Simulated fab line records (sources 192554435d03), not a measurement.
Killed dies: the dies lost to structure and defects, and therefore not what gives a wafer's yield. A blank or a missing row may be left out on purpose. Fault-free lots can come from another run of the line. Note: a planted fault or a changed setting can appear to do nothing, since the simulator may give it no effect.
2 desks, one fault ; flow n5-finfet ; what lay behind the numbers comes last; until then each desk has only its own

## AT THE METROLOGY DESK
Lot by lot, what the gauges showed, no matter which tool ran the lot: averages of those sampled wafers that carry a number. A lot is out of limits, marked OUT, if its mean lies more than 4 standard deviations from the usual mean; the brackets give that distance. Of its 16 readings 7 are shown: the one that was out of limits first, and those that lie furthest out on some lot.
Columns: A = IOFF_P at N5_BEOL_M4_RC_MEAS_101, usual 0.21 nA/um; B = IOFF_P_85C at N5_BEOL_M4_RC_MEAS_101, usual 3.6 nA/um; C = IOFF_P_LIN at N5_BEOL_M4_RC_MEAS_101, usual 0.098 nA/um; D = IOFF_P_LONG at N5_BEOL_M4_RC_MEAS_101, usual 0.000105 nA/um; E = VT_P at N5_BEOL_M4_RC_MEAS_101, usual -250 mV; F = VT_P_LONG at N5_BEOL_M4_RC_MEAS_101, usual -276 mV; G = VT_P_LVT at N5_BEOL_M4_RC_MEAS_101, usual -99.2 mV
lot;first seen here;A;B;C;D;E;F;G
L692;day 4 13:38;0.23;3.9;0.109;0.000117;-246;-272;-97.5
L694;day 4 20:53;0.34 (+4.2) OUT;5.5 (+4.2) OUT;0.157 (+4.9) OUT;0.000129;-241;-267;-87.1 (+4.7) OUT
L698;day 5 20:00;0.48 (+8.6) OUT;7.0 (+7.7) OUT;0.224 (+11) OUT;0.000173 (+7.6) OUT;-229 (+5.7) OUT;-257 (+5.8) OUT;-80.8 (+7.1) OUT
L703;day 7 03:47;0.19;3.3;0.091;0.000105;-251;-275;-101.0
L704;day 7 08:19;0.17;2.9;0.079;0.000085;-259;-282;-103.2
L708;day 8 11:29;0.20;3.6;0.099;0.000112;-249;-275;-99.6
L709;day 8 19:16;0.17;3.0;0.084;0.000095;-255;-280;-104.2
L712;day 9 09:43;0.19;3.4;0.092;0.000100;-254;-274;-99.2
L714;day 9 18:51;0.18;3.2;0.086;0.000098;-254;-276;-101.6
This desk reports L694, L698 out of limits; the earliest was L694 at day 8 06:26 (IOFF_P at N5_BEOL_M4_RC_MEAS_101). L692, L703, L704, L708, L709, L712, L714: within limits.

## FOR THE TOOL OWNER'S DESK: ald-metal-01
The tool's own readings at N5_HKMG_FIN_PWFM_ALD_03 (deposits TiN, target thk 2 nm, pulse time 1 s, purge time 3 s): means of the sampled wafers that have a number, for each lot that ran on this tool. A lot is out of limits, marked OUT, if its mean lies more than 4 standard deviations from the usual mean; the brackets give that distance.
Columns: A = heater-power-w at N5_HKMG_FIN_PWFM_ALD_03, usual 908 W; B = precursor-pulse-height-rel at N5_HKMG_FIN_PWFM_ALD_03, usual 0.999
lot;first seen here;A;B
L692;day 4 12:47;929;1.009
L694;day 4 20:03;910;1.006
L698;day 5 19:10;910;1.002
L714;day 9 18:01;984;1.006
This desk's verdict: no lot among the 4 shows anything out of limits.

## ALL TOGETHER
On L694, L698, the metrology desk was in a position to raise an alarm at day 8 06:26.
The desk of the tool owner found nothing out of limits.
On record at the tool owner's desk: L694, L698, within its limits.
N5_HKMG_FIN_PWFM_ALD_03 was run on ald-metal-01 by each of the lots named.

## WHAT WAS PUT IN BY THE SIMULATOR
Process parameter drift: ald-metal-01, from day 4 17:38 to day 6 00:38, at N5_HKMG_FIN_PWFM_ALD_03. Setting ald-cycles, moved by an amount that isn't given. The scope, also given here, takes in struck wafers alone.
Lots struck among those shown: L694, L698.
Delay in hours, fault start to first out-of-limits reading, per desk: metrology desk 85.
